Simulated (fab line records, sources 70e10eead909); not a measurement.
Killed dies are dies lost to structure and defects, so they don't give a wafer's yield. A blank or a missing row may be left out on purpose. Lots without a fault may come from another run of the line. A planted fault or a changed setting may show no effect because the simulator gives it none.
fab line records | flow nand_harc | part 2 of 2: steps 5 to 6 of 6
record lots=24 wafers=72 last_day=33
route steps=1302 shown A_CHANNEL_HOLE_D2@598 A_CHANNEL_FILL_D2@613 A_STAIRCASE@653
lots that met no fault: from a run of the same line without faults
start_h: hours from the record's first day to the start of the lot's first wafer shown | wait_h: hours since the lot's step before | " the same as in the row above | L1.1+2: a row that stands for several wafers | - no value, or no start given | * or withheld: withheld | < > ~ a bound
route shown NAME@n: a module of which the file shows steps, and the number in the route of the first | usual: mean/standard deviation of fault-free wafers | same: alike in all rows | chamber/n: place in a boat | sites: the reading at each site | _std_site: their standard deviation | _edge_site: outer sites' mean less inner sites' | radius_mm: how far each site lies from the wafer's centre | mask NAME#n: copy n | behind: the tool/chamber that last shaped the wafer | hold: why the lot was held/for how many hours/how that ended | device: the transistor (n, p or np) that didn't switch | end of line: the same wafers' tests at the end of the route | a step without rows: its recipe alone | killed: dies lost to structure and defects at the first sort, not the wafer's yield | map: a wafer's dies, x killed, . not, _ none there
set.NAME: the setting as run; set.NAME@STEP: as run at that earlier step | model.NAME: the simulator's own value behind a step, which no gauge read
steps of the route over a sample of lots; a table a step, a row a wafer
services: from which hour (start_h, from the record's first day; less than 0 if before it) a tool's chamber was out of use, for how many hours, and why
## steps
# step NHARC_A_STAIRCASE_TRIM_14
# recipe time_s=211.2 o2_flow_sccm=500 ar_flow_sccm=0 bias_w=0 chemistry=O2
# usual drypump_motor_current_A=5.6/0.38 o2_flow_sccm=499.8/1.6 oes_product_au=0.996/0.0095 rf_vpp_V=57.7/0.86 showerhead_plenum_p_Torr=3.49/0.13 throttle_valve_pct=17.038/0.0093
# same time_s=211.2
# columns lot.wafer tool chamber start_h wait_h drypump_motor_current_A o2_flow_sccm oes_product_au rf_hours_counter_h rf_vpp_V showerhead_plenum_p_Torr throttle_valve_pct
L074.3 rie_diel-03 1 - - 5.1 498.4 1.005 28 58.1 3.38 17.025
L074.4 " 2 " " 5.9 499.9 0.987 25 58.5 3.61 17.039
L074.6 " 0 " " 5.9 502.3 0.999 - 56.8 3.41 17.025
L075.4 rie_diel-03 2 - - 5.9 499.1 0.989 25 58.0 3.61 17.037
L075.2 " 0 " " 5.9 499.9 1.002 25 59.0 3.41 17.040
L075.5 " 1 " " 5.1 500.3 0.991 - 57.9 3.38 17.035
L076.4 rie_diel-03 2 - - 5.9 499.5 0.994 35 57.2 3.60 17.048
L076.1 " 0 " " 5.9 501.7 1.003 33 57.1 3.41 17.027
L076.5 " 1 " " 5.1 499.1 1.002 - 56.9 3.38 17.031
L078.3 rie_diel-11 3 - - 5.1 497.2 0.998 45 56.2 3.38 17.027
L078.1 " 0 " " 6.1 501.6 0.999 42 56.1 3.27 17.036
L078.4 " 2 " " 6.1 500.3 0.991 - 58.7 3.47 17.043
L077.3 rie_diel-11 0 - - 6.2 500.2 0.994 43 55.8 3.27 17.037
L077.5 " 3 " " 5.2 500.3 1.008 - 56.9 3.38 17.032
L077.6 " 0 " " 6.1 499.0 1.001 - 57.4 3.27 17.033
L079.1 rie_diel-13 3 - - 5.5 499.3 1.001 6 57.8 3.56 17.047
L079.5 " 3 " " 5.5 497.5 0.992 - 57.5 3.56 17.043
L079.6 " 0 " " 5.3 501.0 0.986 - 57.8 3.56 17.016
L081.4 rie_diel-03 3 - - 5.9 501.0 0.981 40 59.5 3.34 17.020
L081.1 " 1 " " 5.1 499.0 1.001 51 56.6 3.37 17.030
L081.6 " 2 " " 5.8 501.5 0.996 - 58.1 3.60 17.058
L082.1 rie_diel-13 3 - - 5.5 500.8 1.002 17 57.4 3.55 17.037
L082.3 " 1 " " 5.9 497.9 0.991 23 57.1 3.44 17.031
L082.4 " 3 " " 5.5 500.3 1.010 - 57.4 3.55 17.035
L080.3 rie_diel-03 2 - - 5.9 501.6 0.998 57 57.6 3.59 17.037
L080.2 " 0 " " 5.9 499.3 1.018 53 56.6 3.40 17.045
L080.6 " 2 " " 5.8 502.0 0.995 - 57.4 3.59 17.046
L083.2 rie_diel-11 0 - - 6.2 498.5 0.991 0 58.6 3.81 17.040
L083.6 " 1 " " 5.5 499.0 0.988 - 57.9 3.72 17.032
L083.5 " 2 " " 6.1 499.7 0.983 - 56.2 3.46 17.038
L085.4 rie_diel-11 3 - - 5.2 498.5 0.996 4 56.9 3.37 17.025
L085.3 " 0 " " 6.1 503.0 0.991 3 58.7 3.81 17.042
L085.1 " 1 " " 5.5 499.9 0.986 4 59.0 3.72 17.045
L084.1 rie_diel-03 0 - - 5.9 498.7 0.988 1 58.1 3.39 17.022
L084.4 " 2 " " 5.9 497.8 0.987 1 56.2 3.59 17.038
L084.6 " 3 " " 5.9 500.1 0.990 - 56.7 3.33 17.038
L086.2 rie_diel-03 0 - - 5.9 501.5 0.993 2 56.2 3.39 17.038
L086.5 " 0 " " 5.9 501.8 0.992 - 58.7 3.39 17.039
L086.6 " 1 " " 5.1 500.2 1.010 - 57.1 3.36 17.033
L087.2 rie_diel-13 1 - - 5.9 501.0 0.994 42 57.6 3.43 17.041
L087.3 " 2 " " 5.1 500.5 1.011 36 58.0 3.61 17.034
L087.6 " 0 " " 5.3 497.8 1.010 - 56.8 3.54 17.033
L088.2 rie_diel-13 3 - - 5.5 499.6 0.997 33 56.7 3.54 17.037
L088.4 " 1 " " 5.9 502.1 0.995 46 55.9 3.43 17.032
L088.1 " 2 " " 5.1 501.3 1.003 39 58.4 3.61 17.022
L091.3 rie_diel-13 2 - - 5.2 497.7 1.008 41 58.1 3.61 17.054
L091.4 " 0 " " 5.3 498.7 0.996 46 58.3 3.54 17.060
L091.6 " 1 " " 5.9 500.8 0.988 - 57.0 3.43 17.037
L089.4 rie_diel-13 1 - - 5.9 499.6 0.988 48 58.3 3.43 17.022
L089.3 " 2 " " 5.1 498.1 1.005 41 58.1 3.61 17.047
L089.6 " 1 " " 5.9 501.1 1.009 - 58.0 3.43 17.021
L090.3 rie_diel-11 1 - - 5.5 502.8 0.991 25 59.4 3.70 17.031
L090.1 " 2 " " 6.1 502.2 0.997 27 57.9 3.45 17.040
L090.5 " 1 " " 5.5 499.8 0.992 - 58.5 3.70 17.047
L092.1 rie_diel-11 2 - - 6.1 497.9 0.995 30 56.4 3.45 17.045
L092.4 " 3 " " 5.1 500.4 0.984 31 57.4 3.36 17.036
L092.5 " 2 " " 6.1 498.8 0.983 - 57.9 3.45 17.054
L093.4 rie_diel-11 1 - - 5.5 501.8 0.997 36 58.0 3.70 17.011
L093.6 " 2 " " 6.1 499.9 0.999 - 58.1 3.44 17.036
L093.5 " 3 " " 5.2 501.0 0.997 - 57.1 3.36 17.045
L095.1 rie_diel-13 1 - - 5.9 498.7 0.996 6 55.7 3.42 17.041
L095.4 " 2 " " 5.1 504.7 1.013 7 57.1 3.60 17.043
L095.6 " 1 " " 5.9 498.4 0.991 - 57.5 3.42 17.026
L094.4 rie_diel-13 0 - - 5.3 502.7 1.012 5 56.7 3.53 17.037
L094.2 " 1 " " 5.9 501.1 0.989 7 58.0 3.42 17.055
L094.3 " 3 " " 5.5 499.7 0.986 5 59.0 3.53 17.059
L096.4 rie_diel-11 2 - - 6.1 500.6 0.999 44 57.9 3.44 17.049
L096.6 " 0 " " 6.1 501.4 0.984 - 59.9 3.78 17.034
L096.5 " 1 " " 5.5 498.2 0.993 - 58.1 3.69 17.028
L097.2 rie_diel-13 3 - - 5.5 496.5 0.982 12 58.8 3.53 17.050
L097.4 " 0 " " 5.4 498.1 0.992 13 57.1 3.53 17.031
L097.6 " 3 " " 5.5 498.9 0.985 - 57.4 3.53 17.048
# step NHARC_A_STAIRCASE_TRIM_193
# recipe time_s=211.2 o2_flow_sccm=500 ar_flow_sccm=0 bias_w=0 chemistry=O2
# usual drypump_motor_current_A=5.6/0.36 o2_flow_sccm=499.9/1.6 oes_product_au=0.995/0.0093 rf_vpp_V=57.6/0.95 showerhead_plenum_p_Torr=3.48/0.13 throttle_valve_pct=17.038/0.0095
# same time_s=211.2
# columns lot.wafer tool chamber start_h wait_h drypump_motor_current_A o2_flow_sccm oes_product_au rf_hours_counter_h rf_vpp_V showerhead_plenum_p_Torr throttle_valve_pct
L074.4 rie_diel-03 0 - - 5.9 498.0 1.010 26 56.2 3.41 17.029
L074.3 " 1 " " 5.1 505.0 0.997 29 57.9 3.38 17.042
L074.6 " 3 " " 5.9 498.1 0.990 - 56.7 3.35 17.022
L075.4 rie_diel-11 3 - - 5.2 500.5 0.982 33 57.1 3.39 17.034
L075.2 " 1 " " 5.5 501.9 0.984 34 57.4 3.73 17.035
L075.5 " 0 " " 6.1 500.7 0.990 - 57.5 3.28 17.031
L076.4 rie_diel-13 0 - - 5.4 500.8 1.000 8 57.8 3.56 17.021
L076.1 " 1 " " 5.9 501.3 0.996 8 56.6 3.45 17.039
L076.5 " 0 " " 5.4 501.3 1.003 - 58.1 3.56 17.044
L078.4 rie_diel-03 2 - - 5.9 499.9 0.986 44 57.7 3.60 17.031
L078.3 " 0 " " 5.9 500.9 1.012 39 57.2 3.41 17.058
L078.1 " 1 " " 5.1 497.4 1.004 44 57.3 3.37 17.038
L077.3 rie_diel-03 0 - - 5.9 499.3 1.003 40 57.9 3.40 17.055
L077.5 " 0 " " 5.9 496.0 0.996 - 56.5 3.40 17.033
L077.6 " 1 " " 5.1 498.5 1.003 - 57.2 3.37 17.039
L079.1 rie_diel-11 0 - - 6.1 500.1 0.993 46 56.5 3.27 17.025
L079.5 " 3 " " 5.1 497.8 1.001 - 56.7 3.38 17.026
L079.6 " 2 " " 6.1 498.8 1.000 - 57.1 3.47 17.044
L081.1 rie_diel-13 3 - - 5.5 498.2 1.001 14 57.3 3.55 17.052
L081.4 " 0 " " 5.3 499.2 1.002 21 57.8 3.55 17.029
L081.6 " 2 " " 5.2 498.2 1.006 - 60.2 3.62 17.044
L082.3 rie_diel-13 0 - - 5.3 498.4 1.018 25 58.2 3.55 17.033
L082.1 " 1 " " 5.9 501.9 0.985 24 58.2 3.44 17.044
L082.4 " 3 " " 5.5 500.6 1.007 17 58.8 3.55 17.043
L080.2 rie_diel-03 0 - - 5.9 502.3 0.997 54 56.7 3.40 17.043
L080.3 " 2 " " 5.8 498.6 1.000 58 58.8 3.59 17.046
L080.6 " 0 " " 5.9 501.9 0.998 - 57.9 3.40 17.053
L083.2 rie_diel-13 2 - - 5.2 499.2 1.010 20 59.9 3.62 17.039
L083.6 " 2 " " 5.1 499.7 1.016 - 57.9 3.62 17.034
L083.5 " 3 " " 5.6 500.8 1.011 - 57.1 3.55 17.045
L085.1 rie_diel-13 1 - - 5.9 499.8 0.995 31 56.0 3.44 17.068
L085.4 " 3 " " 5.5 498.0 0.998 24 56.8 3.55 17.032
L085.3 " 0 " " 5.3 498.9 1.009 30 57.8 3.55 17.052
L084.4 rie_diel-13 2 - - 5.2 503.7 1.004 33 58.3 3.61 17.040
L084.1 " 3 " " 5.5 501.3 0.998 32 58.5 3.54 17.042
L084.6 " 1 " " 5.9 500.1 0.996 - 57.4 3.43 17.039
L086.2 rie_diel-11 3 - - 5.2 500.2 1.005 14 56.0 3.37 17.017
L086.6 " 2 " " 6.1 499.1 0.986 - 56.4 3.45 17.041
L086.5 " 3 " " 5.1 498.7 0.999 - 57.3 3.37 17.035
L087.3 rie_diel-03 3 - - 5.9 496.8 0.981 6 57.5 3.33 17.033
L087.2 " 0 " " 5.9 499.9 0.987 5 57.3 3.39 17.032
L087.6 " 3 " " 5.9 500.2 0.982 - 56.4 3.33 17.034
L088.1 rie_diel-11 1 - - 5.5 498.5 0.994 24 58.0 3.70 17.040
L088.2 " 2 " " 6.1 499.2 0.990 26 57.1 3.45 17.031
L088.4 " 0 " " 6.1 498.3 0.985 25 59.8 3.79 17.027
L091.4 rie_diel-13 3 - - 5.5 502.7 1.003 36 57.2 3.54 17.038
L091.3 " 0 " " 5.3 502.3 1.008 49 57.3 3.54 17.025
L091.6 " 2 " " 5.1 498.0 1.014 - 58.4 3.61 17.032
L089.3 rie_diel-03 3 - - 5.9 499.3 0.988 18 57.4 3.32 17.044
L089.4 " 2 " " 5.9 500.2 0.987 14 57.7 3.58 17.048
L089.6 " 3 " " 5.9 497.7 0.991 - 56.0 3.32 17.047
L090.1 rie_diel-03 0 - - 5.9 500.5 0.993 22 57.8 3.38 17.040
L090.3 " 1 " " 5.1 500.5 0.989 19 57.1 3.35 17.042
L090.5 " 3 " " 5.9 500.5 0.999 - 58.0 3.32 17.024
L092.4 rie_diel-03 1 - - 5.1 503.1 0.996 22 57.9 3.35 17.027
L092.1 " 2 " " 5.9 501.0 0.992 22 58.9 3.57 17.022
L092.5 " 1 " " 5.1 502.0 1.000 - 56.5 3.35 17.044
L093.4 rie_diel-03 0 - - 5.9 502.7 0.996 31 56.2 3.38 17.040
L093.5 " 1 " " 5.1 501.2 1.009 - 57.1 3.35 17.037
L093.6 " 2 " " 5.9 499.1 0.997 - 58.2 3.57 17.039
L095.1 rie_diel-11 0 - - 6.1 497.9 0.995 43 59.1 3.78 17.041
L095.4 " 2 " " 6.1 501.5 0.984 41 57.0 3.44 17.049
L095.6 " 1 " " 5.5 499.8 0.992 - 58.7 3.69 17.044
L094.4 rie_diel-11 1 - - 5.5 501.5 0.998 42 59.5 3.69 17.040
L094.3 " 3 " " 5.2 502.3 0.995 42 57.8 3.35 17.043
L094.2 " 0 " " 6.1 497.8 0.992 43 58.2 3.78 17.042
L096.4 rie_diel-13 2 - - 5.2 502.0 1.000 14 57.7 3.60 17.026
L096.6 " 3 " " 5.5 501.1 0.984 - 57.4 3.53 17.025
L096.5 " 0 " " 5.3 500.9 0.983 - 58.5 3.53 17.042
L097.2 rie_diel-13 1 - - 5.9 499.5 0.985 18 57.9 3.41 17.031
L097.4 " 2 " " 5.1 499.6 1.005 17 56.3 3.60 17.027
L097.6 " 3 " " 5.5 499.2 0.990 - 57.9 3.53 17.038
## services
# columns tool chamber start_h hours kind
rie_diel-03 0 271.98 3.5 repair
plasma_asher-01 - 275.60 1.7 repair
rie_diel-03 - 281.39 9.0 pm
rie_diel-03 - 292.01 0.6 repair
ald_hk-01 - 299.16 10.0 pm
rie_diel-13 0 330.56 4.9 repair
plasma_asher-01 - 342.00 9.0 pm
rie_diel-13 - 343.85 9.0 pm
rie_diel-13 3 356.68 15.5 repair
rie_diel-13 2 374.87 1.9 repair
har_etch-02 - 377.00 17.0 pm
rie_diel-11 - 382.15 0.2 repair
rie_diel-03 3 387.53 3.3 repair
plasma_asher-01 - 406.15 0.6 repair
rie_diel-13 2 423.78 9.2 repair
rie_diel-11 1 423.84 6.5 repair
rie_diel-11 - 434.04 9.0 pm
rie_diel-13 0 448.17 6.2 repair
rie_diel-03 - 458.39 9.0 pm
rie_diel-13 3 475.75 22.2 repair
rie_diel-03 0 481.35 3.6 repair
plasma_asher-01 - 519.00 9.0 pm
rie_diel-13 - 520.91 9.0 pm
rie_diel-13 - 530.61 0.6 repair
